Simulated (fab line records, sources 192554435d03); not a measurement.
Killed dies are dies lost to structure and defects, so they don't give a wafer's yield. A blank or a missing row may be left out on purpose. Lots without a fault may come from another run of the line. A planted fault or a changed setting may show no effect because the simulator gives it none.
A struck lot beside a sound one | flow n5_finfet | 14 steps out of a route of 1938
Sound: wafers L732.1, L732.3, L732.6. Struck: wafer L740.6. (L740.2, L740.3 of the same lot were not struck and are left out.) The cause comes at the end.
At each step with rows: each side's tool, then ch and its chambers, then its first start. Under that, the readings that differ: sound wafers | struck wafers | difference of the means | sigmas: that difference in standard deviations of wafers without a fault.
alike: readings whose means differ by less than 2 such deviations, and words and numbers that are the same on both sides. not compared: withheld readings, readings that some wafer has no value for, bounds like >300 that may hide the same value, and numbers for which the record gives no deviation and whose values overlap.
The two part at a step that has a row with sigmas, a row that says differs or no value, or rows on one side only. Numbers that don't overlap but have no deviation are shown without sigmas and don't part them. A reading that every wafer of one side lacks parts them only if that side has two wafers or more.

N5_BEOL_M12_OCD_MEAS_35:
  sound on ocd-01, day 14 05:12; struck on ocd-01, day 16 00:25
  alike: trench_depth_nm
N5_BEOL_M12_STRIP_37: strips in N2/H2.
  sound on plasma_asher-02 ch 0, day 14 05:14; struck on plasma_asher-02 ch 0, day 16 00:28
  alike: drypump_motor_current_A, heater_power_w, n2_flow_sccm, oes_product_au
  not compared: rf_hours_counter_h
then, 3 steps without rows for these wafers: N5_BEOL_M12_ETCH_38 (etches SiCN in CF4/N2, target depth 68.7 nm, time 73.4 s); N5_BEOL_M12_PRECLEAN_39 (cleans in residue remover, time 60 s); N5_BEOL_M12_SRD_40 (time 30 s, dry time 30 s).
N5_BEOL_M12_DEGAS_41: time 60 s.
  sound on pvd_sputter-02, day 14 05:50; struck on pvd_sputter-01, day 16 03:13
  alike: heater_power_w
N5_BEOL_M12_PRE_CLEAN_42: time 30 s.
  sound on pvd_sputter-02, day 14 05:53; struck on pvd_sputter-01, day 16 03:15
  alike: heater_power_w
N5_BEOL_M12_SPUTTER_43: material TaN, target thk 15 nm, time 24.19 s.
  sound on pvd_sputter-02, day 14 05:55; struck on pvd_sputter-01, day 16 03:17
  reading                | sound          | struck | difference | sigmas
  throttle_valve_pct (%) | 30.4 28.4 30.4 | 31.9   | +2.2       | +2
  alike: cathode_dc_power_W
then, 3 steps without rows for these wafers: N5_BEOL_M12_SPUTTER_44 (material Ta, target thk 10 nm, time 16.13 s); N5_BEOL_M12_SPUTTER_45 (material Cu, target thk 80 nm, time 13.33 s); N5_BEOL_M12_ECD_47 (material Cu, target thk 720 nm).
N5_BEOL_M12_ANNEAL_48: time 90 s.
  sound on rtp_anneal-01 ch 0, day 14 06:20; struck on rtp_anneal-01 ch 0, day 16 03:46
  alike: wafer_temp_C_max
N5_BEOL_M12_CMP_49: polishes, stops on SiOC, t overpolish 20.6 s, target thk 320 nm.
  sound on cmp-02 ch 0,2,3, day 14 06:41; struck on cmp-02 ch 1, day 16 04:01
  reading                                 | sound             | struck | difference | sigmas
  barrier_field_endpoint_s (s)            | 30.6 30.7 30.4    | 16.3   | -14.3      | -17
  model.Cu_of_BEOL_M12_ECD_47.thk_nm (nm) | 319.8 320.4 327.2 | 319.4  | -3.1       |
  alike: motor_current_A, overpolish_run_s, slurry_flow_ml_min
N5_PASSIVATION_PROBE_49:
  sound on prober-01, day 15 19:07; struck on prober-01, day 17 11:59
  reading         | sound    | struck | difference | sigmas
  killed_at_M4_up | 17 28 19 | 10     | -11        | -2
  alike: defect_limited_yield, killed_at_M0_to_M3, killed_at_contacts, killed_at_front_end, killed_at_other, killed_dies, killed_open, killed_short, sort_bin_5_function, sort_bin_6_memory, sort_n_pass, sort_yield_pct

WHERE THEY PART
First at N5_BEOL_M12_SPUTTER_43; last, within this record, at N5_PASSIVATION_PROBE_49.

WHY: what the simulator had put in
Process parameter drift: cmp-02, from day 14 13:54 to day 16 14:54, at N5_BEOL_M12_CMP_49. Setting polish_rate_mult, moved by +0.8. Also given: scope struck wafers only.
